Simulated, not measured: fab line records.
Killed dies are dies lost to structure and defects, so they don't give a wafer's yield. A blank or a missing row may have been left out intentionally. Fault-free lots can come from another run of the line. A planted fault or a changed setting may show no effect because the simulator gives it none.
fab line records | flow nand-harc
[record] lots = 24 wafers = 72 last-day = 33
route steps=1302 shown A_BLC@1123 A_M1@1194 A_BONDPAD@1202
lots with no fault: from the same line, run without faults
start-h: start of the lot's first displayed wafer, in hours after the record's first day | wait-h: hours from the lot's prior step to this one | " repeats the value in the row above | L1.1+2: a single row standing in for several wafers | - no value present, or no start provided | * or withheld: withheld | < > ~ a bound
route shown NAME@n: NAME is a module with steps in the file, n the number in the route of the first one | usual: average and standard deviation across the fault-free wafers | same: alike in all rows | chamber/n: place in a boat | sites: readings site by site | _std_site: their standard deviation | _edge_site: mean of outer sites minus mean of inner sites | radius-mm: for every site, how far away it sits from the centre of the wafer | mask NAME#n: copy n | behind: the tool/chamber that last shaped the wafer | hold: why the lot was held/for how many hours/how that ended | device: the n, p or np transistor that did not switch | end of line: at the end of the route, the tests of the same wafers | where a step has no rows: the recipe by itself | killed: the dies lost at the first sort to structure and to defects; this is not the yield of the wafer | map: per-die view of a wafer (x killed, . not killed, _ where there is no die)
set.NAME: the setting as run; set.NAME@STEP: as run at that earlier step | model.NAME: the simulator's own value behind a step, which no gauge read
the route's steps for a sample of lots (tables are steps, rows are wafers)
services: a tool's chamber out of use, with start hour (start-h, from the record's first day; less than 0 if before it), hours out, and reason
[[steps]]
[step NHARC_A_BLC_ETCH_18]
[recipe] target-depth-a = 9100 c4f8-flow-sccm = 20 o2-flow-sccm = 10 ar-flow-sccm = withheld rf-w = 600 bias-w = 1500 chemistry = C4F8/O2/Ar
[usual] oes-product-au = 0.952/0.026 rf-vpp-V = 978/5.2
// columns lot.wafer tool chamber start-h wait-h oes-product-au rf-hours-counter-h rf-vpp-V
L075.4 rie-diel-08 1 - - 0.914 8 973
L075.2 " 2 " " 0.922 9 989
L075.6 " 0 " " 0.928 - 976
L076.4 rie-diel-08 1 - - 0.952 8 974
L076.5 " 0 " " 0.976 - 975
L076.6 " 1 " " 0.943 - 972
L074.1 rie-diel-08 2 - - 0.909 11 988
L074.3 " 0 " " 0.944 9 976
L074.6 " 3 " " 0.920 - 972
L078.3 rie-diel-11 2 - - 0.934 9 988
L078.1 " 3 " " 0.948 8 980
L078.5 " 1 " " 0.930 - 980
L077.1 rie-diel-11 2 - - 0.967 9 985
L077.6 " 2 " " 0.974 - 985
L077.5 " 3 " " 0.996 - 980
L079.3 rie-diel-11 1 - - 0.926 11 979
L079.1 " 2 " " 0.949 11 985
L079.5 " 1 " " 0.935 - 976
L080.4 rie-diel-11 1 - - 0.957 11 976
L080.6 " 1 " " 0.950 - 979
L080.5 " 2 " " 0.957 - 986
L082.4 rie-diel-08 2 - - 0.943 2 987
L082.1 " 1 " " 0.957 2 973
L082.5 " 2 " " 0.948 - 989
L081.4 rie-diel-11 3 - - 1.002 12 981
L081.1 " 0 " " 0.989 13 975
L081.5 " 0 " " 0.973 - 974
L083.3 rie-diel-11 1 - - 0.939 13 976
L083.2 " 3 " " 0.949 12 981
L083.6 " 1 " " 0.934 - 976
L084.1 rie-diel-11 1 - - 0.957 1 976
L084.6 " 0 " " 0.986 - 973
L084.5 " 1 " " 0.963 - 978
L085.2 rie-diel-13 3 - - 0.897 38 976
L085.3 " 1 " " 0.931 34 986
L085.6 " 0 " " 0.933 - 976
L086.3 rie-diel-11 2 - - 0.972 2 987
L086.1 " 3 " " 0.982 2 979
L086.5 " 2 " " 0.969 - 985
L087.1 rie-diel-11 0 - - 0.979 3 975
L087.5 " 2 " " 0.964 - 985
L087.6 " 3 " " 0.996 - 982
L089.4 rie-diel-11 0 - - 0.984 4 976
L089.2 " 2 " " 0.962 4 986
L089.5 " 1 " " 0.976 - 977
L088.1 rie-diel-13 1 - - 0.920 44 984
L088.4 " 3 " " 0.910 46 976
L088.3 " 0 " " 0.933 45 975
L091.4 rie-diel-13 3 - - 0.905 56 974
L091.1 " 2 " " 0.932 55 970
L091.5 " 3 " " 0.903 - 976
L090.2 rie-diel-11 2 - - 0.975 6 985
L090.3 " 3 " " 0.976 6 980
L090.6 " 1 " " 0.970 - 977
L092.1 rie-diel-08 0 - - 0.968 8 975
L092.2 " 2 " " 0.964 9 987
L092.4 " 3 " " 0.996 8 970
L093.2 rie-diel-11 3 - - 0.950 7 983
L093.6 " 3 " " 0.942 - 981
L093.4 " 0 " " 0.923 - 974
L094.3 rie-diel-08 1 - - 0.934 9 972
L094.2 " 2 " " 0.919 10 987
L094.5 " 1 " " 0.932 - 973
L096.2 rie-diel-08 0 - - 0.947 1 975
L096.3 " 1 " " 0.994 1 973
L096.5 " 2 " " 0.988 - 988
L095.3 rie-diel-11 1 - - 0.926 12 977
L095.4 " 2 " " 0.911 11 985
L095.5 " 3 " " 0.951 - 981
L097.3 rie-diel-11 1 - - 0.917 13 977
L097.2 " 2 " " 0.919 12 985
L097.5 " 3 " " 0.947 - 980
[step NHARC_A_BLC_STRIP_21]
[recipe] o2-flow-sccm = 500 ar-flow-sccm = 0 bias-w = 0 chemistry = O2
[usual] drypump-motor-current-A = 5.7/0.33 oes-product-au = 1.003/0.013 rf-vpp-V = 57.8/0.93 showerhead-plenum-p-Torr = 3.52/0.14 throttle-valve-pct = 17.037/0.0085
// columns lot.wafer tool chamber start-h wait-h drypump-motor-current-A oes-product-au rf-hours-counter-h rf-vpp-V showerhead-plenum-p-Torr throttle-valve-pct
L075.4 rie-diel-11 0 518.68 0.1 5.4 0.999 6 58.3 3.43 17.041
L075.2 " 1 " " 6.3 1.008 6 58.6 3.51 17.040
L075.6 " 3 " " 6.2 1.020 - 58.8 3.58 17.021
L076.4 rie-diel-11 3 530.14 0.1 6.1 1.010 7 57.3 3.58 17.020
L076.6 " 0 " " 5.4 0.995 - 55.2 3.43 17.049
L076.5 " 1 " " 6.3 0.998 - 57.2 3.50 17.047
L074.1 rie-diel-08 3 531.78 0.1 5.6 1.008 10 56.7 3.39 17.030
L074.3 " 0 " " 5.5 1.028 10 58.1 3.46 17.057
L074.6 " 2 " " 5.8 0.993 - 58.2 3.78 17.035
L078.1 rie-diel-11 2 546.41 0.1 5.4 1.026 9 58.4 3.71 17.030
L078.3 " 3 " " 6.2 1.024 8 57.9 3.58 17.041
L078.5 " 1 " " 6.3 0.987 - 57.8 3.50 17.049
L077.1 rie-diel-11 3 547.73 0.1 6.2 1.009 8 58.4 3.58 17.036
L077.6 " 2 " " 5.4 1.013 - 59.0 3.71 17.030
L077.5 " 3 " " 6.1 1.030 - 57.8 3.58 17.024
L079.1 rie-diel-08 1 568.68 0.1 5.7 1.007 1 56.9 3.40 17.039
L079.3 " 2 " " 5.8 0.993 1 57.3 3.78 17.037
L079.5 " 0 " " 5.5 1.029 - 57.2 3.45 17.041
L080.4 rie-diel-08 0 571.08 0.1 5.5 1.015 1 57.4 3.46 17.025
L080.5 " 1 " " 5.6 1.005 - 57.8 3.40 17.034
L080.6 " 2 " " 5.8 0.988 - 57.2 3.78 17.049
L082.4 rie-diel-11 1 592.94 0.1 6.3 1.012 13 58.0 3.50 17.037
L082.1 " 3 " " 6.2 1.029 11 56.2 3.58 17.036
L082.5 " 1 " " 6.3 1.007 - 56.0 3.50 17.033
L081.1 rie-diel-08 3 600.00 0.1 5.6 1.005 3 56.2 3.39 17.039
L081.4 " 1 " " 5.7 0.991 3 56.3 3.40 17.035
L081.5 " 2 " " 5.8 0.971 - 58.0 3.77 17.027
L083.2 rie-diel-11 0 602.83 0.1 5.4 1.009 13 57.6 3.42 17.035
L083.3 " 1 " " 6.3 1.014 13 57.9 3.50 17.025
L083.6 " 3 " " 6.1 1.024 - 59.6 3.58 17.062
L084.1 rie-diel-08 0 628.60 0.1 5.5 1.004 4 58.0 3.45 17.052
L084.5 " 1 " " 5.6 1.000 - 56.4 3.39 17.048
L084.6 " 2 " " 5.8 0.974 - 58.1 3.77 17.038
L085.2 rie-diel-11 0 631.23 0.1 5.4 1.011 0 58.2 3.42 17.038
L085.3 " 1 " " 6.3 0.990 1 58.7 3.50 17.045
L085.6 " 3 " " 6.2 1.022 - 58.1 3.58 17.041
L086.1 rie-diel-08 3 642.91 0.1 5.6 0.999 5 57.8 3.39 17.043
L086.3 " 2 " " 5.8 0.990 5 56.6 3.77 17.035
L086.5 " 0 " " 5.5 1.006 - 56.4 3.45 17.047
L087.1 rie-diel-13 3 647.23 0.1 6.1 0.983 42 57.1 3.47 17.039
L087.6 " 1 " " 6.5 1.007 - 56.5 3.72 17.045
L087.5 " 2 " " 4.9 0.990 - 57.6 3.33 17.037
L089.4 rie-diel-08 2 655.60 0.1 5.8 0.969 6 59.2 3.77 17.033
L089.2 " 3 " " 5.6 0.992 5 57.5 3.39 17.043
L089.5 " 2 " " 5.8 0.984 - 58.3 3.77 17.039
L088.1 rie-diel-08 2 661.70 0.1 5.8 0.990 6 57.1 3.77 17.022
L088.3 " 0 " " 5.5 0.995 6 58.0 3.45 17.034
L088.4 " 1 " " 5.7 1.006 6 57.5 3.39 17.034
L091.4 rie-diel-11 0 694.02 0.1 5.4 0.996 6 58.3 3.42 17.041
L091.1 " 3 " " 6.1 1.020 6 58.2 3.57 17.050
L091.5 " 1 " " 6.3 0.990 - 57.5 3.50 17.029
L090.3 rie-diel-08 1 695.65 0.1 5.7 1.007 8 57.1 3.39 17.027
L090.2 " 2 " " 5.8 0.987 8 60.3 3.77 17.057
L090.6 " 0 " " 5.5 1.022 - 58.0 3.45 17.028
L092.1 rie-diel-11 0 698.16 0.1 5.4 1.000 7 56.7 3.42 17.036
L092.2 " 1 " " 6.3 0.992 7 56.9 3.50 17.040
L092.4 " 2 " " 5.4 0.999 7 59.4 3.71 17.035
L093.4 rie-diel-08 3 706.12 0.1 5.6 1.010 8 57.6 3.39 17.040
L093.2 " 0 " " 5.5 1.013 8 57.1 3.45 17.041
L093.6 " 3 " " 5.6 1.002 - 56.4 3.38 17.028
L094.2 rie-diel-08 1 720.12 0.1 5.6 1.000 10 59.5 3.39 17.026
L094.3 " 3 " " 5.6 1.005 9 58.3 3.38 17.017
L094.5 " 1 " " 5.6 1.006 - 58.1 3.39 17.040
L096.3 rie-diel-08 1 737.04 0.1 5.7 1.029 1 56.4 3.39 17.030
L096.2 " 3 " " 5.6 1.006 1 57.6 3.38 17.038
L096.5 " 0 " " 5.5 0.989 - 57.7 3.45 17.041
L095.3 rie-diel-11 2 738.11 0.1 5.4 0.990 11 59.6 3.71 17.044
L095.4 " 3 " " 6.2 1.022 11 57.8 3.57 17.029
L095.5 " 0 " " 5.3 1.003 - 56.9 3.42 17.037
L097.2 rie-diel-08 3 756.00 0.1 5.6 1.002 2 57.7 3.38 17.043
L097.3 " 2 " " 5.8 0.998 1 58.4 3.77 17.016
L097.5 " 0 " " 5.6 0.985 - 57.2 3.45 17.041
[step NHARC_A_M1_ANNEAL_31]
[recipe] temp-c = 225 time-s = 90
[usual] wafer_temp_C_max = 226.3/0.35
// columns lot.wafer tool chamber start-h wait-h wafer_temp_C_max
L075.2 rtp-anneal-01 0 527.40 - 225.9
L075.4 " 0 " " 226.3
L075.6 " 0 " " 225.9
L076.4 rtp-anneal-01 0 538.95 - 225.7
L076.5 " 0 " " 226.4
L076.6 " 0 " " 226.3
L074.1 rtp-anneal-02 0 540.27 0.3 226.3
L074.3 " 0 " " 226.4
L074.6 " 0 " " 226.9
L078.1 rtp-anneal-01 0 554.97 - 226.2
L078.3 " 0 " " 226.5
L078.5 " 0 " " 226.5
L077.1 rtp-anneal-02 0 556.44 - 226.4
L077.5 " 0 " " 226.5
L077.6 " 0 " " 226.5
L079.1 rtp-anneal-02 0 577.26 - 226.6
L079.3 " 0 " " 225.7
L079.5 " 0 " " 226.5
L080.4 rtp-anneal-02 0 579.84 0.3 226.3
L080.5 " 0 " " 226.1
L080.6 " 0 " " 226.8
L082.1 rtp-anneal-01 0 601.75 0.3 225.9
L082.4 " 0 " " 226.0
L082.5 " 0 " " 226.0
L081.1 rtp-anneal-02 0 608.49 - 226.3
L081.4 " 0 " " 226.3
L081.5 " 0 " " 226.3
L083.2 rtp-anneal-02 0 611.65 - 226.9
L083.3 " 0 " " 226.9
L083.6 " 0 " " 226.4
L084.1 rtp-anneal-02 0 637.36 - 226.6
L084.5 " 0 " " 226.2
L084.6 " 0 " " 226.9
L085.2 rtp-anneal-02 0 639.97 - 226.2
L085.3 " 0 " " 226.4
L085.6 " 0 " " 226.3
L086.1 rtp-anneal-01 0 651.77 0.3 226.3
L086.3 " 0 " " 226.3
L086.5 " 0 " " 226.0
L087.1 rtp-anneal-02 0 655.92 - 226.3
L087.5 " 0 " " 226.4
L087.6 " 0 " " 226.2
L089.2 rtp-anneal-01 0 664.54 0.4 225.7
L089.4 " 0 " " 226.0
L089.5 " 0 " " 226.4
L088.1 rtp-anneal-02 0 670.43 - 226.5
L088.3 " 0 " " 226.3
L088.4 " 0 " " 226.4
L091.1 rtp-anneal-02 0 702.72 0.3 226.1
L091.4 " 0 " " 226.6
L091.5 " 0 " " 226.0
L090.2 rtp-anneal-01 0 707.65 0.3 226.4
L090.3 " 0 " " 225.9
L090.6 " 0 " " 226.4
L092.1 rtp-anneal-01 0 708.36 - 225.7
L092.2 " 0 " " 225.7
L092.4 " 0 " " 225.9
L093.2 rtp-anneal-01 0 715.80 0.3 225.9
L093.4 " 0 " " 225.7
L093.6 " 0 " " 225.9
L094.2 rtp-anneal-01 0 728.96 0.3 225.8
L094.3 " 0 " " 225.9
L094.5 " 0 " " 226.6
L096.2 rtp-anneal-01 0 746.29 - 225.8
L096.3 " 0 " " 226.0
L096.5 " 0 " " 226.1
L095.3 rtp-anneal-01 0 747.52 - 226.1
L095.4 " 0 " " 226.1
L095.5 " 0 " " 226.7
L097.2 rtp-anneal-02 0 764.68 - 226.6
L097.3 " 0 " " 226.6
L097.5 " 0 " " 226.6
[step NHARC_A_BONDPAD_DEP_00]
[recipe] target-thk-a = 2500 temp-c = 370 target-thk-nm = 250 pressure-torr = 3 flow-sccm = 200 rf-w = 450 material = SiCN
[usual] heater-power-w = 598/97
// columns lot.wafer tool chamber start-h wait-h heater-power-w
L075.2 pecvd-02 0 528.92 - 516
L075.6 " 0 " " 519
L075.4 " 1 " " 770
L076.5 pecvd-02 0 540.44 - 453
L076.6 " 1 " " 749
L076.4 " 2 " " 452
L074.3 pecvd-01 0 541.79 - 514
L074.1 " 1 " " 497
L074.6 " 2 " " 738
L078.3 pecvd-01 1 - - 539
L078.1 " 2 " " 723
L078.5 " 2 " " 741
L077.1 pecvd-01 2 558.13 - 633
L077.6 " 2 " " 671
L077.5 " 1 " " 460
L079.3 pecvd-03 0 578.78 - 559
L079.1 " 1 " " 663
L079.5 " 0 " " 574
L080.4 pecvd-02 1 581.40 - 749
L080.5 " 2 " " 519
L080.6 " 1 " " 749
L082.1 pecvd-02 2 603.36 - 509
L082.5 " 0 " " 534
L082.4 " 2 " " 512
L081.1 pecvd-01 1 - - 499
L081.4 " 1 " " 543
L081.5 " 0 " " 665
L083.2 pecvd-03 0 613.13 - 631
L083.3 " 1 " " 658
L083.6 " 0 " " 513
L084.1 pecvd-02 2 638.96 - 471
L084.5 " 1 " " 773
L084.6 " 2 " " 498
L085.2 pecvd-02 2 641.44 - 538
L085.3 " 2 " " 554
L085.6 " 0 " " 491
L086.1 pecvd-03 2 653.69 - 566
L086.3 " 0 " " 615
L086.5 " 0 " " 638
L087.1 pecvd-01 0 - - 607
L087.6 " 0 " " 612
L087.5 " 1 " " 562
L089.2 pecvd-03 1 666.26 - 581
L089.4 " 0 " " 616
L089.5 " 1 " " 611
L088.1 pecvd-03 1 672.00 - 682
L088.3 " 2 " " 560
L088.4 " 1 " " 684
L091.1 pecvd-02 0 704.32 - 549
L091.5 " 2 " " 465
L091.4 " 0 " " 537
L090.3 pecvd-02 1 709.16 - 803
L090.2 " 2 " " 587
L090.6 " 2 " " 468
L092.1 pecvd-03 1 - - 674
L092.2 " 2 " " 537
L092.4 " 1 " " 689
L093.2 pecvd-02 2 717.33 - 487
L093.4 " 1 " " 757
L093.6 " 2 " " 502
L094.2 pecvd-02 1 730.43 - 728
L094.3 " 0 " " 463
L094.5 " 1 " " 746
L096.3 pecvd-01 2 747.80 - 673
L096.2 " 0 " " 593
L096.5 " 2 " " 663
L095.3 pecvd-01 2 748.97 - 720
L095.4 " 1 " " 419
L095.5 " 2 " " 723
L097.2 pecvd-03 1 - - 657
L097.3 " 2 " " 556
L097.5 " 1 " " 689
[step NHARC_A_BONDPAD_ETCH_34]
[recipe] target-depth-a = 600 overetch-a = 180 time-s = 65.91 ion-energy-ev = 200 n2-flow-sccm = 150 h2-flow-sccm = 150 ar-flow-sccm = 0 rf-w = 400 bias-w = 150 chemistry = N2/H2
[usual] drypump-motor-current-A = 5.7/0.33 oes-product-au = 1.005/0.0094 rf-vpp-V = 430.7/2.8 showerhead-plenum-p-Torr = 2.05/0.099 throttle-valve-pct = 14.172/0.009
// columns lot.wafer tool chamber start-h wait-h drypump-motor-current-A oes-product-au rf-hours-counter-h rf-vpp-V showerhead-plenum-p-Torr throttle-valve-pct
L075.2 rie-diel-07 1 530.28 0.1 4.9 0.996 11 428.3 1.98 14.181
L075.4 " 2 " " 6.7 0.985 11 433.4 2.12 14.168
L075.6 " 1 " " 4.9 0.994 - 430.2 1.98 14.183
L076.4 rie-diel-05 0 541.71 0.1 5.5 1.007 3 425.7 1.91 14.178
L076.6 " 3 " " 5.8 1.016 - 432.0 2.09 14.147
L076.5 " 0 " " 5.5 1.005 - 427.9 1.91 14.182
L074.3 rie-diel-05 1 543.19 0.1 5.7 0.998 4 428.8 2.00 14.161
L074.1 " 2 " " 5.5 1.001 4 434.6 2.18 14.174
L074.6 " 3 " " 5.8 1.013 - 431.1 2.09 14.171
L078.3 rie-diel-05 2 557.89 0.1 5.6 1.006 5 435.5 2.18 14.170
L078.1 " 0 " " 5.5 1.004 4 426.3 1.91 14.175
L078.5 " 2 " " 5.6 1.008 - 435.3 2.18 14.156
L077.1 rie-diel-05 0 559.66 0.1 5.5 1.012 4 425.6 1.91 14.167
L077.5 " 2 " " 5.6 1.009 - 434.8 2.18 14.160
L077.6 " 3 " " 5.8 1.006 - 431.2 2.09 14.186
L079.3 rie-diel-05 1 580.29 0.1 5.8 1.004 5 430.3 2.00 14.177
L079.1 " 2 " " 5.5 1.008 6 434.2 2.18 14.173
L079.5 " 1 " " 5.7 1.004 - 430.5 2.00 14.165
L080.4 rie-diel-05 0 582.74 0.1 5.5 1.014 5 426.7 1.91 14.190
L080.5 " 2 " " 5.5 1.009 - 433.3 2.18 14.183
L080.6 " 3 " " 5.8 1.020 - 432.4 2.09 14.160
L082.1 rie-diel-07 1 604.67 0.1 4.9 0.999 21 428.8 1.98 14.169
L082.4 " 3 " " 5.4 1.025 18 430.0 2.03 14.176
L082.5 " 0 " " 5.7 0.987 - 429.5 1.97 14.192
L081.4 rie-diel-05 2 611.41 0.1 5.5 0.999 0 434.1 2.18 14.166
L081.1 " 3 " " 5.8 1.025 0 433.4 2.09 14.178
L081.5 " 1 " " 5.7 0.991 - 430.4 2.00 14.183
L083.2 rie-diel-05 3 614.52 0.1 5.8 1.016 0 432.5 2.09 14.179
L083.3 " 0 " " 5.5 1.002 0 426.2 1.91 14.178
L083.6 " 2 " " 5.6 1.007 - 433.8 2.18 14.194
L084.1 rie-diel-05 2 640.31 0.1 5.5 1.003 1 434.0 2.18 14.168
L084.5 " 2 " " 5.6 1.012 - 434.3 2.18 14.162
L084.6 " 3 " " 5.8 1.005 - 432.1 2.09 14.183
L085.2 rie-diel-05 1 643.09 0.1 5.7 1.012 1 429.9 2.00 14.176
L085.3 " 3 " " 5.8 1.017 1 432.0 2.09 14.161
L085.6 " 2 " " 5.5 1.011 - 432.9 2.18 14.180
L086.3 rie-diel-05 1 655.17 0.1 5.7 1.016 2 429.1 2.00 14.181
L086.1 " 3 " " 5.8 1.013 1 432.4 2.09 14.184
L086.5 " 1 " " 5.7 1.013 - 429.3 2.00 14.176
L087.1 rie-diel-05 2 658.96 0.1 5.6 1.011 2 436.1 2.18 14.164
L087.5 " 2 " " 5.6 1.011 - 433.3 2.18 14.178
L087.6 " 3 " " 5.8 1.014 - 433.1 2.09 14.179
L089.4 rie-diel-05 1 667.70 0.1 5.7 1.007 2 429.6 2.00 14.174
L089.2 " 2 " " 5.5 1.010 2 435.7 2.18 14.176
L089.5 " 3 " " 5.8 1.011 - 432.3 2.09 14.171
L088.1 rie-diel-05 0 673.35 0.1 5.5 0.993 2 426.5 1.91 14.164
L088.4 " 2 " " 5.5 1.014 2 435.0 2.18 14.159
L088.3 " 3 " " 5.8 0.999 2 433.6 2.09 14.176
L091.4 rie-diel-02 2 705.75 0.1 6.0 0.998 36 431.9 2.13 14.172
L091.1 " 3 " " 6.7 1.000 40 429.3 2.00 14.164
L091.5 " 2 " " 6.0 0.984 - 433.2 2.13 14.175
L090.2 rie-diel-05 0 710.65 0.1 5.5 1.002 3 427.4 1.91 14.180
L090.3 " 1 " " 5.7 0.994 3 429.4 2.00 14.175
L090.6 " 2 " " 5.6 1.001 - 433.3 2.18 14.183
L092.4 rie-diel-05 0 711.50 0.1 5.6 1.001 4 427.1 1.91 14.179
L092.2 " 2 " " 5.5 1.016 3 433.0 2.18 14.155
L092.1 " 3 " " 5.8 1.022 4 432.3 2.09 14.169
L093.2 rie-diel-05 0 718.94 0.1 5.5 1.001 4 426.4 1.91 14.160
L093.4 " 2 " " 5.6 0.997 4 433.9 2.18 14.163
L093.6 " 0 " " 5.5 1.001 - 427.1 1.91 14.168
L094.2 rie-diel-02 2 731.95 0.1 6.0 1.002 43 432.2 2.13 14.180
L094.3 " 0 " " 6.6 1.011 49 434.2 2.16 14.179
L094.5 " 2 " " 6.0 1.006 - 433.9 2.13 14.191
L096.2 rie-diel-05 3 749.28 0.1 5.8 1.018 5 430.6 2.09 14.161
L096.3 " 0 " " 5.5 0.993 5 425.6 1.91 14.169
L096.5 " 3 " " 5.8 1.016 - 430.8 2.09 14.174
L095.4 rie-diel-05 2 750.32 0.1 5.6 0.996 5 434.1 2.18 14.172
L095.3 " 0 " " 5.5 1.006 5 425.7 1.91 14.160
L095.5 " 3 " " 5.8 1.016 - 431.7 2.09 14.160
L097.2 rie-diel-07 0 767.65 0.1 5.7 0.974 19 427.7 1.96 14.195
L097.3 " 1 " " 4.9 0.992 19 427.8 1.97 14.182
L097.5 " 1 " " 4.9 0.993 - 429.6 1.97 14.156
[step NHARC_A_BONDPAD_CD_MEAS_13]
[usual] cd-nm = 498.8/2.4
// columns lot.wafer tool chamber start-h wait-h cd-nm
L075.2 cd-sem-01 - 530.51 - 494.7
L075.4 " - " " 497.2
L075.6 " - " " 495.7
L076.4 cd-sem-02 - 541.94 - 497.5
L076.5 " - " " 495.9
L076.6 " - " " 499.2
L074.1 cd-sem-01 - 543.41 - 499.0
L074.3 " - " " 497.9
L074.6 " - " " 499.0
L078.1 cd-sem-03 - 558.12 - 496.3
L078.3 " - " " 495.2
L078.5 " - " " 497.6
L077.1 cd-sem-03 - 559.88 - 497.6
L077.5 " - " " 496.9
L077.6 " - " " 499.5
L079.1 cd-sem-03 - 580.52 - 502.4
L079.3 " - " " 499.4
L079.5 " - " " 499.8
L080.4 cd-sem-03 - 582.96 - 496.7
L080.5 " - " " 495.1
L080.6 " - " " 500.5
L082.1 cd-sem-01 - 604.89 - 493.4
L082.4 " - " " 495.8
L082.5 " - " " 496.9
L081.1 cd-sem-01 - 611.63 - 499.9
L081.4 " - " " 501.4
L081.5 " - " " 496.9
L083.2 cd-sem-01 - 614.75 - 500.9
L083.3 " - " " 499.0
L083.6 " - " " 501.9
L084.1 cd-sem-02 - 640.54 - 503.8
L084.5 " - " " 500.0
L084.6 " - " " 501.3
L085.2 cd-sem-01 - 643.33 - 495.9
L085.3 " - " " 502.7
L085.6 " - " " 501.8
L086.1 cd-sem-03 - 655.39 - 495.8
L086.3 " - " " 499.7
L086.5 " - " " 500.1
L087.1 cd-sem-01 - 659.20 - 499.9
L087.5 " - " " 498.5
L087.6 " - " " 499.4
L089.2 cd-sem-03 - 667.93 - 496.1
L089.4 " - " " 498.0
L089.5 " - " " 494.6
L088.1 cd-sem-01 - 673.58 - 498.9
L088.3 " - " " 501.9
L088.4 " - " " 499.9
L091.1 cd-sem-03 - 705.98 - 502.2
L091.4 " - " " 501.3
L091.5 " - " " 499.8
L090.2 cd-sem-03 - 710.88 - 503.7
L090.3 " - " " 501.2
L090.6 " - " " 500.0
L092.1 cd-sem-03 - 711.73 - 502.5
L092.2 " - " " 499.8
L092.4 " - " " 500.8
L093.2 cd-sem-01 - 719.17 - 497.0
L093.4 " - " " 495.4
L093.6 " - " " 497.9
L094.2 cd-sem-03 - 732.18 - 495.1
L094.3 " - " " 499.3
L094.5 " - " " 498.3
L096.2 cd-sem-01 - 749.51 - 502.4
L096.3 " - " " 499.1
L096.5 " - " " 501.6
L095.3 cd-sem-01 - 750.56 - 502.9
L095.4 " - " " 501.8
L095.5 " - " " 502.5
L097.2 cd-sem-03 - 767.89 - 497.5
L097.3 " - " " 498.7
L097.5 " - " " 497.9
[[services]]
// columns tool chamber start-h hours kind
rie-diel-11 3 500.99 14.3 repair
rie-diel-05 3 502.54 7.1 repair
pecvd-01 - 516.97 3.1 repair
rie-diel-08 - 545.12 9.0 pm
pecvd-03 - 547.00 13.0 pm
pecvd-02 0 579.84 6.1 repair
rie-diel-05 - 583.73 9.0 pm
pecvd-02 - 589.41 13.0 pm
rie-diel-11 - 609.83 9.0 pm
pecvd-03 - 611.32 0.8 repair
pecvd-02 1 640.90 2.6 repair
rie-diel-08 2 643.10 1.5 repair
pecvd-03 - 648.83 1.2 repair
pecvd-02 0 659.15 5.8 repair
pecvd-01 2 659.78 8.1 repair
pecvd-01 - 673.25 13.0 pm
pecvd-02 - 673.99 1.5 repair
rie-diel-05 1 687.90 3.7 repair
pecvd-03 - 691.17 1.2 repair
rie-diel-11 2 704.37 5.1 repair
pecvd-02 0 713.77 4.8 repair
rie-diel-08 - 722.12 9.0 pm
rtp-anneal-02 - 744.00 12.0 pm
rie-diel-05 - 760.73 9.0 pm
[[key]]
fault none
